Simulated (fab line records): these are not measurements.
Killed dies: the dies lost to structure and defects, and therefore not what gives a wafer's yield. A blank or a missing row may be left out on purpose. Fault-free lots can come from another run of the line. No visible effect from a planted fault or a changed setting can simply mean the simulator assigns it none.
Which of the tools did it? ; flow nandHarc ; 39 wafers from 13 lots sampled at 5 of the route's 1302 steps

== WHAT EACH GAUGE READ, for each wafer ==
NHARC_A_BONDPAD_THK_MEAS_30: measures by ellipsometry. Usual: 200.0 nm for thkNm, sd 1.5.
lot;measured;on;thkNm (nm);flag
L499;day 23 00:20;filmMetro-02;200.7 197.5 200.1;
L500;day 23 03:47;filmMetro-02;201.1 203.6 201.4;
L502;day 24 18:35;filmMetro-01;198.9 200.9 199.2;
L504;day 24 20:49;filmMetro-02;197.8 199.8 198.5;
L503;day 25 01:20;filmMetro-01;201.4 203.8 201.1;
L505;day 25 14:12;filmMetro-01;203.0 202.3 198.3;
L506;day 26 13:38;filmMetro-02;201.0 199.7 200.4;
L509;day 26 17:51;filmMetro-01;199.1 202.0 202.6;
L512;day 28 16:20;filmMetro-01;200.5 199.6 199.9;
L519;day 31 02:28;filmMetro-02;202.0 200.8 198.6;
L520;day 31 17:06;filmMetro-01;201.2 199.9 201.5;
L522;day 31 23:49;filmMetro-02;198.8 197.6 198.6;
L521;day 32 10:36;filmMetro-02;197.9 199.3 196.0;

NHARC_HYBRID_BOND_OVL_MEAS_05. Usual: overlayXNm 0 nm, standard deviation 32; overlayYNm -2 nm, standard deviation 33.
lot;measured;on;overlayXNm (nm);overlayYNm (nm);flag
L499;day 23 10:10;overlay-01;22 -25 15;5 45 72;
L500;day 23 16:43;overlay-02;-2 38 -2;-14 13 24;
L502;day 25 07:31;overlay-01;40 -1 -57;-40 11 -24;
L504;day 25 07:31;overlay-02;-34 -10 -41;11 8 -68;
L503;day 25 14:04;overlay-01;47 -10 74;9 -1 -36;
L505;day 26 02:59;overlay-01;33 -24 -12;-75 -40 1;
L506;day 27 03:43;overlay-02;7 10 31;19 -2 6;
L509;day 27 03:44;overlay-01;19 24 -23;-45 -32 36;
L512;day 29 06:41;overlay-01;19 -19 -40;21 -14 -1;
L519;day 31 18:13;overlay-02;-22 -58 -19;-54 30 -24;
L520;day 32 09:14;overlay-02;10 4 47;3 -32 -50;
L522;day 32 13:31;overlay-02;0 -8 2;-37 -9 56;
L521;day 32 23:40;overlay-01;-10 44 -27;-7 -7 1;

NHARC_END_SORT_01. Usual: defectLimitedYield 91.5 %, standard deviation 2.9; killedAtArray 53, standard deviation 20; killedAtOther 1, standard deviation 1.2; killedAtPeriphery 3.7, standard deviation 2.6; killedDies 58, standard deviation 20; killedOpen 3.5, standard deviation 1.8; killedShort 2.4, standard deviation 1.7; sort_bin_2_pct 3.1 %, standard deviation 1.3; sort_bin_3_pct 0.6 %, standard deviation 0.4; sort_bin_4_pct 4.9 %, standard deviation 1.7; sortNPass 619, standard deviation 20; sortRimYieldPct 92 %, standard deviation 4; sortYieldPct 91.5 %, standard deviation 2.9.
lot;measured;on;defectLimitedYield (%);killedAtArray;killedAtOther;killedAtPeriphery;killedDies;killedOpen;killedShort;sort_bin_2_pct (%);sort_bin_3_pct (%);sort_bin_4_pct (%);sortNPass;sortRimYieldPct (%);sortYieldPct (%);flag
L512;day 30 09:56;prober-01;91.7 79.5 90.3;53 131 64;0 1 1;3 7 1;56 139 66;2 3 2;1 1 4;2.5 8.3 3.2;1.2 5.3 0.4;4.6 6.9 6.1;621 538 611;92 82 96;91.7 79.5 90.3;OFF

== WHAT TOOL EACH LOT RAN ON (gives the tool, then ch and the chambers of the sampled wafers, and finally the start) ==
lot;NHARC_A_M1_STRIP_19;NHARC_A_M1_PRE_CLEAN_30
L499;wetBench-08 ch 0,1,2, day 22 21:10;pvdSputter-01, day 23 00:20 or earlier
L500;wetBench-08 ch 1,5,6, day 23 00:36;pvdSputter-01, day 23 03:47 or earlier
L502;wetBench-10 ch 1,4,5, day 24 15:23;pvdSputter-01, day 24 18:35 or earlier
L504;wetBench-10 ch 2,4,6, day 24 17:34;pvdSputter-03, day 24 20:49 or earlier
L503;wetBench-10 ch 2,3,4, day 24 22:10;pvdSputter-01, day 25 01:20 or earlier
L505;wetBench-08 ch 1,2,5, day 25 10:59;pvdSputter-01, day 25 14:12 or earlier
L506;wetBench-10 ch 0,2,4, day 26 10:22;pvdSputter-01, day 26 13:38 or earlier
L509;wetBench-10 ch 3,5,7, day 26 14:37;pvdSputter-03, day 26 17:51 or earlier
L512;wetBench-10 ch 1,2,3, day 28 12:26;pvdSputter-02, day 28 16:20 or earlier
L519;wetBench-08 ch 0,1,3, day 30 23:07;pvdSputter-01, day 31 02:28 or earlier
L520;wetBench-08 ch 2,3,4, day 31 13:49;pvdSputter-03, day 31 17:06 or earlier
L522;wetBench-10 ch 0,2,7, day 31 20:39;pvdSputter-02, day 31 23:49 or earlier
L521;wetBench-08 ch 0,4,5, day 32 01:23;pvdSputter-03, day 32 10:36 or earlier
- NHARC_A_M1_STRIP_19: strips in post etch residue remover, time 600 s.
- NHARC_A_M1_PRE_CLEAN_30: time 30 s.

== WHAT THE TOOLS THEMSELVES READ (means of the sampled wafers that have a number; where no wafer has one, the mark that the record gives instead) ==
NHARC_A_M1_PRE_CLEAN_30. Usual: heaterPowerW 409 W, standard deviation 42; susceptorTempC 280.00 C, standard deviation 0.16.
lot;tool;heaterPowerW (W);susceptorTempC (C);flag
L499;pvdSputter-01;403;279.95;
L500;pvdSputter-01;382;279.90;
L502;pvdSputter-01;411;-;OFF
L504;pvdSputter-03;462;280.11;
L503;pvdSputter-01;429;280.12;
L505;pvdSputter-01;379;-;OFF
L506;pvdSputter-01;403;280.17;
L509;pvdSputter-03;442;279.99;
L512;pvdSputter-02;409;280.01;
L519;pvdSputter-01;380;280.05;
L520;pvdSputter-03;435;280.04;
L522;pvdSputter-02;416;280.14;
L521;pvdSputter-03;419;279.86;

== THE ANSWER, worked out from the rows above alone ==
Rule: a lot counts as off when the mean over its wafers that have a number is more than 3 standard deviations away from the usual mean. A lot without any number at a reading at which 4 lots or more have one is off too. Where the step has rows for the other lots, those lots are counted as sound. Order of review: gauges by route order, followed by the tools' own readings, for which a lot's mean as printed above is used. At the first step where some lot is off, the reading lying furthest off is the one used; lots without a number count as furthest.
Off, at NHARC_END_SORT_01 on sort_bin_3_pct: L512. Neither off nor sound, because the step has no rows for them: L499, L500, L502, L504, L503, L505, L506, L509, L519, L520, L522, L521.
If a tool, at a process step before that reading, ran all the lots that are off and no sound lot after the first of them, it fits. The gauges at NHARC_END_SORT_01 are tried like those tools. Because NHARC_A_M1_PRE_CLEAN_30 lacks a start for some lots, the hours and order of its lots are taken from NHARC_A_BONDPAD_THK_MEAS_30. Can't be told from this: 3 tools fit, wetBench-10 at NHARC_A_M1_STRIP_19, pvdSputter-02 at NHARC_A_M1_PRE_CLEAN_30, prober-01 at NHARC_END_SORT_01.

== WHAT THE SIMULATOR PUT IN ==
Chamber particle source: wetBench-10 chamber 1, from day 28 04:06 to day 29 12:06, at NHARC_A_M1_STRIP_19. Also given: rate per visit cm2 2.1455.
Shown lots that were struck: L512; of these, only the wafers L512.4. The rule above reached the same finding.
